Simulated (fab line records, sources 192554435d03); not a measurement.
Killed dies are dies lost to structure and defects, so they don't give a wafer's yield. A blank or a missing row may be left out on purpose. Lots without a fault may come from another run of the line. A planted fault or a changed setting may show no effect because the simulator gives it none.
Problem report in the 8D (eight disciplines) form, filled by code | flow n5_finfet | the parts of the form that need people (team, actions taken, sign-off) are left out

1. THE PROBLEM
run_length_s at N5_BEOL_M15_ETCH_59 reads a mean of 86.0 s on 4 wafers of 2 lots; wafers without a fault read 91.0 s with a standard deviation of 0.5. That is -10 standard deviations from the usual mean.
The step: etches BARC in N2/H2, target depth 89 nm, overetch 26.7 nm, time 67.9 s.
First seen on wafer L582.3, day 17 07:41, on rie_diel-03. The record holds 30 wafers of 10 lots with a number at this step. Rule for "out", or "out of limits": more than 4 standard deviations from the usual mean. The other wafers with a number count as sound.

2. WHAT IT IS AND WHAT IT IS NOT
question                    | is                             | is not
which readings at this step | run_length_s                   | drypump_motor_current_A, oes_product_au, rf_vpp_V, showerhead_plenum_p_Torr, throttle_valve_pct
which lots                  | L582, L583                     | L563, L566, L567, L568, L570, L572, L573, L584
which wafers of those lots  | L582.3, L582.5, L583.1, L583.5 | L582.6, L583.4
read on which tools         | rie_diel-03                    | rie_diel-01, rie_diel-02
when                        | from day 17 07:41              | up to then (22 sound wafers); but 4 sound wafers of L583, L584 came after

3. SUSPECTS, AND WHAT RULES EACH OUT
Counting: a tool at a process step up to the reading stays a suspect if it ran every lot that is out. Sound lots after the first of them don't rule it out here, since some wafers of a struck lot are sound.
- rie_diel-03 at N5_BEOL_M15_ETCH_59 (etches BARC in N2/H2, target depth 89 nm, overetch 26.7 nm, time 67.9 s): kept. It ran every lot that is out, first L582 (day 17 07:41); its last sound lot up to then is L570 (day 13 09:37). Its own readings are out on those wafers: run_length_s.
- Within rie_diel-03 at N5_BEOL_M15_ETCH_59: the wafers that are out ran in chamber 2; their sound lot-mates ran in chambers 0, 1.
Left after counting: rie_diel-03 at N5_BEOL_M15_ETCH_59.

4. THE CAUSE (what the simulator had put in)
Process parameter drift: rie_diel-03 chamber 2, from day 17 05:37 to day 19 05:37, at N5_BEOL_M15_ETCH_59. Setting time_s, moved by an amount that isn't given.
Counting left only this tool.

5. THE CHAIN OF EFFECTS, in route order
Each row: a reading whose mean over the struck wafers that have a number lies more than 3 standard deviations from the usual. Only readings for which the record gives a usual standard deviation are gone through. hours: the time from each lot's start at the first step in this table that gives one to its start at this step, as a median over the lots. sigmas: the change in usual standard deviations.
hours | step                | reading      | usual  | on struck wafers | change | sigmas
0     | N5_BEOL_M15_ETCH_59 | run_length_s | 91.0 s | 86.0             | -5.0   | -10
The process steps in it:
- N5_BEOL_M15_ETCH_59: etches BARC in N2/H2, target depth 89 nm, overetch 26.7 nm, time 67.9 s.
Readings that are blank on the struck wafers while sound wafers have them: rf_fwd_power_W at N5_BEOL_M15_ETCH_59.

6. WHAT WOULD HAVE CAUGHT IT SOONER
In this record the first reading out of limits was taken at day 17 07:41, 2 hours after the fault began at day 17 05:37.
